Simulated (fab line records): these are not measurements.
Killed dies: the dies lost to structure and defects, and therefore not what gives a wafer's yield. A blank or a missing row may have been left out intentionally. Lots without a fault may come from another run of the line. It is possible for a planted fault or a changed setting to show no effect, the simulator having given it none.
Problem report in the 8D (eight disciplines) form, filled by code ; flow n5-finfet ; the parts of the form that need people (team, actions taken, sign-off) are left out

## 1. THE ISSUE
At N5_SDB_COAT_05, spin-speed-rpm averages 1228.4 rpm over 9 wafers from 3 lots, while fault-free wafers read 1500.1 rpm, standard deviation 0.81. That is -99 or more standard deviations from the usual mean.
The step: resist thk 90 nm.
The first sign was on wafer L668.2 at day 7 14:18, on litho-track-05. Wafers with a number at this step in the record: 15, from 5 lots. Rule for "out", or "out of limits": more than 4 standard deviations from the usual mean. The rest of the wafers with a number are treated as sound.

## 2. WHAT IT IS AND WHAT IT IS NOT
question;is;is not
which readings at this step;spin-speed-rpm;-
which lots;L668, L671, L672;L665, L670
which wafers of those lots;all that have a number;-
read on which tools;litho-track-05;litho-track-04
when;from day 7 14:18;"up to then (3 sound wafers); but 3 sound wafers of L670 came after"

## 3. THE SUSPECTS, EACH WITH WHAT RULES IT OUT
Counting: a tool at a process step up to the reading stays a suspect if it ran every lot that is out and no sound lot after the first of them.
- litho-track-05 at N5_SDB_COAT_05 (resist thk 90 nm): kept. It processed each lot that is out, first L668 at day 7 14:18, and no sound lot thereafter; up to then, the last sound lot it processed was L665 at day 6 21:08. Its own readings are out on those wafers: spin-speed-rpm.
After counting, what remains is litho-track-05 at N5_SDB_COAT_05.

## 4. THE CAUSE (what the simulator had put in)
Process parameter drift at N5_SDB_COAT_05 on litho-track-05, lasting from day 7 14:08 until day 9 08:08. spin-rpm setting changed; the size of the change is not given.
This tool alone remained once counting was done.

## 5. THE CHAIN OF EFFECTS, in route order
Rows list readings where the struck wafers' mean (over those with a number) sits beyond 3 standard deviations from the usual. Readings are gone through only where the record gives a usual standard deviation; hours: the median, over the lots, of the time from a lot's start at the first step in this table giving one to that lot's start at this step; sigmas: the change measured in usual standard deviations.
hours;step;reading;usual;on struck wafers;change;sigmas
0;N5_SDB_COAT_05;spin-speed-rpm;1500.1 rpm;1228.4;-271.7;-99 or more
Here are the process steps it includes:
- N5_SDB_COAT_05: resist thk 90 nm.

## 6. WHAT WOULD HAVE CAUGHT IT SOONER
The fault began at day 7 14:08; the first out-of-limits reading in this record came at day 7 14:18, 0 hours later.
